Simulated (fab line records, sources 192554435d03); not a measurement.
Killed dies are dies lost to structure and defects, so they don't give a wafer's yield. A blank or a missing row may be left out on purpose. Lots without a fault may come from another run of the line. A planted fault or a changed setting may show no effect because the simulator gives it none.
Chamber matching | flow n5_finfet | N5_MIM_TOP_ETCH_PECVD_03 on pecvd-02: 3 sister chambers
The step deposits SiNx from SiH4/NH3/N2, target thk 20 nm, time 17.6 s. 6 wafers are shown with their chamber, then 7 later ones without.

WAFERS WITH THEIR CHAMBER
wafer  | chamber | showerhead_plenum_p_Torr (Torr) | heater_power_w (W)
L076.2 | 2       | 5.18                            | 694
L076.4 | 2       | 5.18                            | 685
L086.5 | 0       | 5.13                            | 885
L086.6 | 1       | 5.23                            | 958
L091.1 | 1       | 5.25                            | 945
L091.2 | 0       | 5.15                            | 875

WAFERS WITHOUT THEIR CHAMBER
wafer  | showerhead_plenum_p_Torr (Torr) | heater_power_w (W)
L091.4 | 5.24                            | 906
L096.4 | 5.22                            | 994
L096.5 | 5.18                            | 750
L096.6 | 5.15                            | 873
L097.2 | 5.13                            | 837
L097.4 | 5.24                            | 858
L097.5 | 5.16                            | 829

WHICH CHAMBER EACH WENT THROUGH
wafer  | from the rows above | in truth
L091.4 | 1                   | 1
L096.4 | 1                   | 1
L096.5 | 2                   | 2
L096.6 | 0                   | 0
L097.2 | 0                   | 0
L097.4 | 0                   | 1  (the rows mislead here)
L097.5 | 0                   | 0
Placed correctly: 6 of 7. Can't be placed from these rows: 0. Placed wrongly: 1.
How it was worked out, from the rows above alone: a wafer's distance from a chamber is the root of the sum, over the readings, of the square of ((its reading less the chamber's mean) divided by the reading's scatter). The wafer belongs to the nearest chamber; if the next one is less than 2 further off, it can't be placed. A chamber's mean is the mean of its shown wafers. The scatter: the root of (the sum of the squares of (reading less its chamber's mean) over the shown wafers, divided by (wafers less chambers)).
